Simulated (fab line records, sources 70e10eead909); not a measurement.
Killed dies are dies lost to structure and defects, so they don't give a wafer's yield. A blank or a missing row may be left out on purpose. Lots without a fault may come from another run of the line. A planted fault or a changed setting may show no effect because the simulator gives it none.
fab line records | flow nand_harc
record lots=12 wafers=36 last_day=33
route steps=1302 shown P_ZERO_WELL@2 P_STI@89 P_GATE@175
lots that met no fault: from a run of the same line without faults
start_h: hours from the record's first day to the start of the lot's first wafer shown | wait_h: hours since the lot's step before | " the same as in the row above | L1.1+2: a row that stands for several wafers | - no value, or no start given | * or withheld: withheld | < > ~ a bound
route shown NAME@n: a module of which the file shows steps, and the number in the route of the first | usual: mean/standard deviation of fault-free wafers | same: alike in all rows | chamber/n: place in a boat | sites: the reading at each site | _std_site: their standard deviation | _edge_site: outer sites' mean less inner sites' | radius_mm: how far each site lies from the wafer's centre | mask NAME#n: copy n | behind: the tool/chamber that last shaped the wafer | hold: why the lot was held/for how many hours/how that ended | device: the transistor (n, p or np) that didn't switch | end of line: the same wafers' tests at the end of the route | a step without rows: its recipe alone | killed: dies lost to structure and defects at the first sort, not the wafer's yield | map: a wafer's dies, x killed, . not, _ none there
set.NAME: the setting as run; set.NAME@STEP: as run at that earlier step | model.NAME: the simulator's own value behind a step, which no gauge read
steps of the route over a sample of lots; a table a step, a row a wafer
services: from which hour (start_h, from the record's first day; less than 0 if before it) a tool's chamber was out of use, for how many hours, and why
## steps
# step NHARC_P_ZERO_WELL_PRECLEAN_00
# recipe time_s=600 temp_c=120 chemistry=SPM
# usual bath_guard_temp_C=119.9/0.51 bath_heat_duty_pct=13.7/1.6
# columns lot.wafer tool chamber start_h wait_h bath_guard_temp_C bath_heat_duty_pct
L960.1 wet_bench-06 6 40.12 0.1 120.0 13.7
L960.3 " 1 " " 119.3 15.9
L960.2 " 2 " " 119.5 14.5
L961.2 wet_bench-03 0 50.13 0.1 119.2 15.9
L961.3 " 3 " " 119.6 11.3
L961.4 " 4 " " 120.5 14.6
L963.2 wet_bench-06 7 70.14 0.1 120.2 11.9
L963.1 " 0 " " 120.3 12.4
L963.6 " 2 " " 119.5 13.3
L969.6 wet_bench-06 2 130.13 0.1 - -
L969.4 " 3 " " - -
L969.1 " 6 " " - -
L970.6 wet_bench-03 1 140.13 0.1 - -
L970.4 " 4 " " - -
L970.2 " 5 " " - -
L971.3 wet_bench-06 7 150.13 0.1 - -
L971.2 " 0 " " - -
L971.1 " 2 " " - -
L975.4 wet_bench-06 0 190.13 0.1 120.4 13.0
L975.5 " 1 " " 119.3 15.1
L975.1 " 4 " " 120.4 14.2
L976.3 wet_bench-05 5 200.12 0.1 120.1 14.6
L976.2 " 7 " " 120.1 11.1
L976.4 " 2 " " 120.2 12.8
L977.2 wet_bench-03 5 210.12 0.1 119.9 15.6
L977.6 " 7 " " 119.8 16.3
L977.4 " 1 " " 119.7 12.3
L979.6 wet_bench-06 4 230.12 0.1 120.3 13.8
L979.4 " 6 " " 119.6 14.7
L979.1 " 7 " " 119.8 13.0
L980.1 wet_bench-06 0 240.14 0.1 120.4 12.8
L980.5 " 2 " " 119.2 13.9
L980.6 " 3 " " 119.4 12.7
L981.6 wet_bench-03 2 250.13 0.1 120.9 14.4
L981.4 " 6 " " 120.3 14.7
L981.2 " 7 " " 119.6 16.5
# step NHARC_P_STI_ETCH_31
# recipe target_depth_a=1089 time_s=54.5 cf4_flow_sccm=100 chf3_flow_sccm=30 ar_flow_sccm=0 rf_w=500 bias_w=200 chemistry=CF4/CHF3
# usual drypump_motor_current_A=5.7/0.51 oes_product_au=0.964/0.016 rf_vpp_V=370.3/2.6 showerhead_plenum_p_Torr=1.56/0.075 throttle_valve_pct=16.802/0.0093
# columns lot.wafer tool chamber start_h wait_h drypump_motor_current_A oes_product_au rf_hours_counter_h rf_vpp_V showerhead_plenum_p_Torr throttle_valve_pct
L960.2 rie_diel-08 1 - - 5.4 0.975 2 369.3 1.54 16.807
L960.3 " 2 " " 5.4 0.970 2 371.4 1.59 16.805
L960.1 " 3 " " 6.3 0.957 2 373.0 1.68 16.807
L961.3 rie_diel-08 3 - - 6.3 0.962 4 373.4 1.68 16.806
L961.2 " 1 " " 5.4 0.969 3 368.0 1.54 16.809
L961.4 " 2 " " 5.4 0.960 2 370.6 1.59 16.810
L963.2 rie_diel-08 2 - - 5.3 0.936 3 371.5 1.59 16.788
L963.1 " 1 " " 5.4 0.945 4 370.1 1.54 16.815
L963.6 " 2 " " 5.4 0.946 - 373.5 1.59 16.791
L969.1 rie_diel-08 3 - - 6.3 0.958 7 373.5 1.67 16.788
L969.4 " 0 " " 5.6 0.968 7 369.5 1.51 16.796
L969.6 " 3 " " 6.3 0.964 - 372.6 1.67 16.815
L970.2 rie_diel-08 1 - - 5.4 0.966 6 369.7 1.54 16.814
L970.6 " 2 " " 5.3 0.972 - 371.3 1.59 16.778
L970.4 " 0 " " 5.6 0.963 - 368.2 1.51 16.801
L971.1 rie_diel-11 1 - - 5.6 0.982 7 367.4 1.48 16.802
L971.3 " 3 " " 5.3 0.981 7 366.1 1.48 16.808
L971.2 " 0 " " 4.9 0.971 7 369.1 1.53 16.804
L975.1 rie_diel-10 2 - - 6.1 0.947 7 368.8 1.54 16.784
L975.4 " 3 " " 6.4 0.957 7 372.6 1.62 16.794
L975.5 " 2 " " 6.1 0.953 - 370.5 1.54 16.808
L976.2 rie_diel-10 3 - - 6.3 0.918 7 371.5 1.62 16.805
L976.3 " 1 " " 6.1 0.923 8 368.2 1.50 16.812
L976.4 " 2 " " 6.1 0.921 8 368.0 1.54 16.798
L977.2 rie_diel-08 1 - - 5.4 0.966 1 369.8 1.54 16.812
L977.4 " 2 " " 5.3 0.959 1 372.0 1.59 16.810
L977.6 " 1 " " 5.4 0.981 - 368.7 1.54 16.789
L979.1 rie_diel-11 2 - - 6.6 0.977 15 372.8 1.66 16.794
L979.4 " 3 " " 5.4 0.987 14 368.4 1.48 16.799
L979.6 " 0 " " 4.8 0.962 - 368.8 1.53 16.814
L980.1 rie_diel-11 1 - - 5.6 0.954 0 366.5 1.47 16.781
L980.6 " 0 " " 4.9 0.964 - 368.4 1.53 16.790
L980.5 " 1 " " 5.6 0.962 - 368.4 1.47 16.823
L981.4 rie_diel-11 1 - - 5.6 0.981 1 367.0 1.47 16.803
L981.2 " 0 " " 4.9 0.964 1 367.9 1.53 16.810
L981.6 " 2 " " 6.6 0.987 - 373.5 1.66 16.803
# step NHARC_P_GATE_STRIP_75
# recipe power_w=1500 temp_c=250 chemistry=O2
# usual drypump_motor_current_A=5.4/0.34 heater_power_w=324/27
# columns lot.wafer tool chamber start_h wait_h drypump_motor_current_A heater_power_w rf_hours_counter_h
L960.2 plasma_asher-01 0 128.07 0.3 4.8 303 26
L960.1 " 1 " " 5.8 291 26
L960.3 " 1 " " 5.8 288 -
L961.2 plasma_asher-01 1 141.80 0.2 5.8 293 30
L961.4 " 1 " " 5.8 303 -
L961.3 " 0 " " 4.8 304 -
L963.2 plasma_asher-02 1 167.55 0.3 5.5 350 6
L963.1 " 0 " " 5.6 346 6
L963.6 " 1 " " 5.5 350 -
L969.1 plasma_asher-02 0 219.71 0.3 5.6 340 19
L969.4 " 0 " " 5.6 333 -
L969.6 " 0 " " 5.6 339 -
L970.2 plasma_asher-02 1 228.53 0.2 5.5 349 20
L970.4 " 0 " " 5.6 346 -
L970.6 " 1 " " 5.5 349 -
L971.2 plasma_asher-01 0 240.62 0.3 4.8 286 14
L971.1 " 1 " " 5.8 304 14
L971.3 " 0 " " 4.8 285 -
L976.2 plasma_asher-01 0 283.29 0.2 4.9 279 23
L976.4 " 1 " " 5.8 295 -
L976.3 " 0 " " 4.9 279 -
L975.1 plasma_asher-02 0 284.71 0.2 5.6 341 33
L975.4 " 0 " " 5.6 336 -
L975.5 " 0 " " 5.6 347 -
L977.2 plasma_asher-01 1 298.65 0.3 5.8 305 26
L977.4 " 1 " " 5.8 308 -
L977.6 " 1 " " 5.8 306 -
L979.1 plasma_asher-01 0 315.92 0.2 4.8 287 29
L979.4 " 0 " " 4.8 280 -
L979.6 " 1 " " 5.8 305 -
L980.1 plasma_asher-02 1 336.08 0.3 5.5 356 2
L980.6 " 1 " " 5.5 357 -
L980.5 " 0 " " 5.6 341 -
L981.2 plasma_asher-02 0 343.34 0.2 5.6 353 4
L981.4 " 0 " " 5.6 339 -
L981.6 " 1 " " 5.5 349 -
# step NHARC_P_GATE_DESCUM_93
# recipe time_s=3 o2_flow_sccm=200 ar_flow_sccm=0 bias_power_w=0 chemistry=O2
# usual drypump_motor_current_A=5.8/0.48 oes_product_au=1.004/0.0077 rf_vpp_V=57.9/1 showerhead_plenum_p_Torr=1.94/0.088 throttle_valve_pct=11.313/0.0087
# columns lot.wafer tool chamber start_h wait_h drypump_motor_current_A oes_product_au rf_hours_counter_h rf_vpp_V showerhead_plenum_p_Torr throttle_valve_pct
L960.3 rie_diel-09 2 130.76 - 5.4 1.005 8.2 56.5 1.81 11.328
L960.1 " 3 " " 6.1 0.995 9.5 57.4 1.97 11.308
L960.2 " 0 " " 6.3 0.988 10.1 58.3 2.06 11.299
L961.3 rie_diel-02 1 144.35 - 5.0 1.008 5.3 59.0 2.06 11.309
L961.4 " 2 " " 6.3 0.997 4.9 57.9 2.03 11.322
L961.2 " 0 " " 5.1 1.004 4.8 58.6 1.85 11.324
L963.2 rie_diel-02 1 170.11 - 5.0 0.993 6.5 58.1 2.06 11.313
L963.1 " 3 " " 5.3 0.992 6.7 58.2 1.81 11.325
L963.6 " 2 " " 6.3 1.004 - 57.0 2.03 11.299
L969.1 rie_diel-13 3 222.47 - 6.1 1.024 2.1 58.2 2.04 11.312
L969.4 " 0 " " 6.2 1.009 1.8 56.9 1.99 11.309
L969.6 " 3 " " 6.1 1.010 - 56.4 2.04 11.310
L970.2 rie_diel-13 1 231.18 - 6.3 1.007 2.2 57.7 1.87 11.321
L970.4 " 2 " " 5.9 1.006 2.5 57.8 1.95 11.315
L970.6 " 1 " " 6.3 1.009 - 57.4 1.87 11.307
L971.3 rie_diel-13 1 243.43 - 6.3 1.001 2.6 55.1 1.87 11.304
L971.2 " 2 " " 5.8 1.005 2.8 56.4 1.95 11.307
L971.1 " 3 " " 6.1 1.011 3.5 60.1 2.04 11.304
L976.4 rie_diel-09 2 286.07 - 5.4 1.002 11.4 57.8 1.81 11.307
L976.2 " 3 " " 6.1 1.020 10.9 58.8 1.97 11.320
L976.3 " 1 " " 6.2 1.005 12.2 57.7 1.89 11.313
L975.1 rie_diel-02 3 287.38 - 5.3 1.004 0.9 58.2 1.81 11.309
L975.4 " 1 " " 5.1 1.017 1.1 59.3 2.06 11.328
L975.5 " 3 " " 5.3 0.995 - 56.9 1.81 11.307
L977.4 rie_diel-13 1 301.34 - 6.3 0.992 6.3 58.4 1.87 11.316
L977.2 " 3 " " 6.1 1.004 7.4 59.2 2.04 11.322
L977.6 " 1 " " 6.3 1.002 - 58.5 1.87 11.312
L979.1 rie_diel-02 0 318.66 - 5.1 1.010 2.9 57.0 1.85 11.327
L979.4 " 1 " " 5.0 1.012 3.0 58.1 2.05 11.316
L979.6 " 3 " " 5.3 1.010 - 57.7 1.81 11.312
L980.1 rie_diel-02 3 338.81 - 5.4 0.987 3.3 56.8 1.81 11.320
L980.6 " 1 " " 5.0 0.996 - 60.4 2.05 11.312
L980.5 " 2 " " 6.3 0.996 - 59.1 2.03 11.309
L981.2 rie_diel-02 1 346.03 - 5.0 1.012 5.0 58.9 2.05 11.317
L981.4 " 2 " " 6.3 1.002 3.6 58.3 2.03 11.308
L981.6 " 0 " " 5.1 0.997 - 56.7 1.85 11.303
## services
# columns tool chamber start_h hours kind
wet_bench-06 - 17.60 8.0 pm
rie_diel-08 2 27.32 3.9 repair
rie_diel-11 1 29.63 4.4 repair
rie_diel-11 3 31.25 4.0 repair
wet_bench-03 - 34.41 8.0 pm
rie_diel-08 1 37.72 4.4 repair
rie_diel-02 - 39.70 9.0 pm
plasma_asher-01 - 86.13 3.1 repair
rie_diel-08 - 93.65 0.2 repair
wet_bench-06 - 107.43 1.4 repair
rie_diel-08 2 121.62 17.2 repair
plasma_asher-02 - 130.93 9.0 pm
wet_bench-06 - 155.74 3.3 repair
rie_diel-08 3 165.07 2.4 repair
plasma_asher-01 - 165.19 9.0 pm
rie_diel-08 2 171.39 3.1 repair
rie_diel-08 - 190.88 9.0 pm
wet_bench-06 - 193.60 8.0 pm
rie_diel-08 - 203.60 4.1 repair
rie_diel-02 - 213.62 30.7 repair
rie_diel-08 0 243.24 6.7 repair
rie_diel-02 3 296.95 2.6 repair
plasma_asher-02 - 307.93 9.0 pm
plasma_asher-01 - 342.19 9.0 pm
## key
first_sign step=NHARC_P_ZERO_WELL_PRECLEAN_00 reading=tool_record direction=missing
effect none on later readings
met_at NHARC_P_ZERO_WELL_PRECLEAN_00
struck_lots L969,L970,L971
tester_left_out L969,L970,L971
not_acting_at NHARC_P_STI_ETCH_31,NHARC_P_GATE_STRIP_75,NHARC_P_GATE_DESCUM_93
onset_between 70.14 130.13
fault kind=skipped_step_whole tool=wet_bench-03,wet_bench-06 chamber=- onset_h=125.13 steps=NHARC_P_ZERO_WELL_PRECLEAN_00 scope=struck_lots_only
# tester_left_out: of these lots the tester's yield and bins aren't shown, on N5 and GAA mostly nor the transistor test; their killed dies are dies lost to structure and defects alone, not to doping, threshold or leakage, so they don't give the yield
